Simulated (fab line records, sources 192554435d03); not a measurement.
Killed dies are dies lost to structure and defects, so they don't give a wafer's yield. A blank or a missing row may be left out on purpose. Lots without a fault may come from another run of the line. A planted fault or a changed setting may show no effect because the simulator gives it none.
A struck lot beside a sound one | flow n5_finfet | 15 steps out of a route of 1938
Sound: wafers L847.3, L847.4, L847.5. Struck: wafer L864.1. The cause comes at the end.
At each step with rows: each side's tool, then ch and its chambers, then its first start. Under that, the readings that differ: sound wafers | struck wafers | difference of the means | sigmas: that difference in standard deviations of wafers without a fault.
alike: readings whose means differ by less than 2 such deviations, and words and numbers that are the same on both sides. not compared: withheld readings, readings that some wafer has no value for, bounds like >300 that may hide the same value, and numbers for which the record gives no deviation and whose values overlap.
The two part at a step that has a row with sigmas, a row that says differs or no value, or rows on one side only. Numbers that don't overlap but have no deviation are shown without sigmas and don't part them. A reading that every wafer of one side lacks parts them only if that side has two wafers or more.

N5_BEOL_M4_ETCH_41: etches SiCN in CH3F/O2, target depth 29.9 nm, time 52.5 s.
  sound on rie_diel-04 ch 0,1,2; struck on rie_diel-01 ch 0
  alike: drypump_motor_current_A, oes_product_au, rf_vpp_V, showerhead_plenum_p_Torr, throttle_valve_pct
  not compared: rf_hours_counter_h
N5_BEOL_M4_STRIP_97: strips in N2/H2, time 10 s.
  sound on rie_diel-04 ch 0,1,2; struck on rie_diel-01 ch 0
  alike: bias_power_w, drypump_motor_current_A, oes_product_au, rf_vpp_V, showerhead_plenum_p_Torr, throttle_valve_pct
  not compared: rf_hours_counter_h
N5_BEOL_M4_OCD_MEAS_38:
  sound on ocd-01, day 8 04:38; struck on ocd-02, day 11 22:59
  alike: trench_depth_nm
then, 4 steps without rows for these wafers: N5_BEOL_M4_HM_STRIP_39 (strips TiN in peroxide tin strip, target depth 25 nm, time 158 s); N5_BEOL_M4_SRD_40 (time 30 s); N5_BEOL_M4_PRECLEAN_42 (cleans in residue remover, time 60 s); N5_BEOL_M4_SRD_43 (time 30 s).
N5_BEOL_M4_CD_MEAS_35: target cd 18 nm, target cd y 22.4 nm.
  sound on cd_sem-01, day 8 04:47; struck on cd_sem-01, day 11 23:08
  alike: cd_nm
N5_BEOL_M4_DEGAS_44: time 60 s.
  sound on pvd_sputter-02, day 8 04:59; struck on pvd_sputter-01, day 11 23:22
  reading              | sound                | struck | difference | sigmas
  susceptor_temp_C (C) | 249.89 249.73 249.92 | 250.22 | +0.37      | +2
  alike: heater_power_w
N5_BEOL_M4_PRE_CLEAN_45: time 30 s.
  sound on pvd_sputter-02, day 8 05:01; struck on pvd_sputter-01, day 11 23:24
  alike: heater_power_w, susceptor_temp_C
then, 2 steps without rows for these wafers: N5_BEOL_M4_ALD_84 (deposits TaN, pulse time 2 s, purge time 3 s, co reactant purge time 2 s); N5_BEOL_M4_SURFACE_TREAT_85.
N5_BEOL_M4_CVD_47: deposits Co from CCTBA/H2, target thk 3 nm, time 223.8 s.
  sound on cvd_co-01 ch 0,1,2, day 8 05:24; struck on cvd_co-02 ch 0, day 11 23:59
  reading          | sound             | struck | difference | sigmas
  run_length_s (s) | 246.5 246.7 246.1 | 249.8  | +3.4       | +6
N5_BEOL_M4_SPUTTER_48: material Cu, target thk 4.5 nm, time 8.29 s.
  sound on pvd_sputter-02, day 8 05:34; struck on pvd_sputter-03, day 12 00:08
  alike: susceptor_temp_C, throttle_valve_pct
-- the record jumps here: 5 days lie between the struck wafers' starts before and after (it left off in module BEOL_M4 and takes up again in module PASSIVATION, whose first step shown is number 1936 of the route) --
N5_PASSIVATION_PROBE_49:
  sound on prober-01, day 12 09:46; struck on prober-02, day 17 08:31
  alike: killed_at_M0_to_M3, killed_at_M4_up, killed_at_contacts, killed_at_front_end, killed_at_other, killed_dies, killed_open, killed_short

WHERE THEY PART
First at N5_BEOL_M4_DEGAS_44; last, within this record, at N5_BEOL_M4_CVD_47. Later steps at which nothing parts them and some readings are alike: N5_BEOL_M4_SPUTTER_48, N5_PASSIVATION_PROBE_49.

WHY: what the simulator had put in
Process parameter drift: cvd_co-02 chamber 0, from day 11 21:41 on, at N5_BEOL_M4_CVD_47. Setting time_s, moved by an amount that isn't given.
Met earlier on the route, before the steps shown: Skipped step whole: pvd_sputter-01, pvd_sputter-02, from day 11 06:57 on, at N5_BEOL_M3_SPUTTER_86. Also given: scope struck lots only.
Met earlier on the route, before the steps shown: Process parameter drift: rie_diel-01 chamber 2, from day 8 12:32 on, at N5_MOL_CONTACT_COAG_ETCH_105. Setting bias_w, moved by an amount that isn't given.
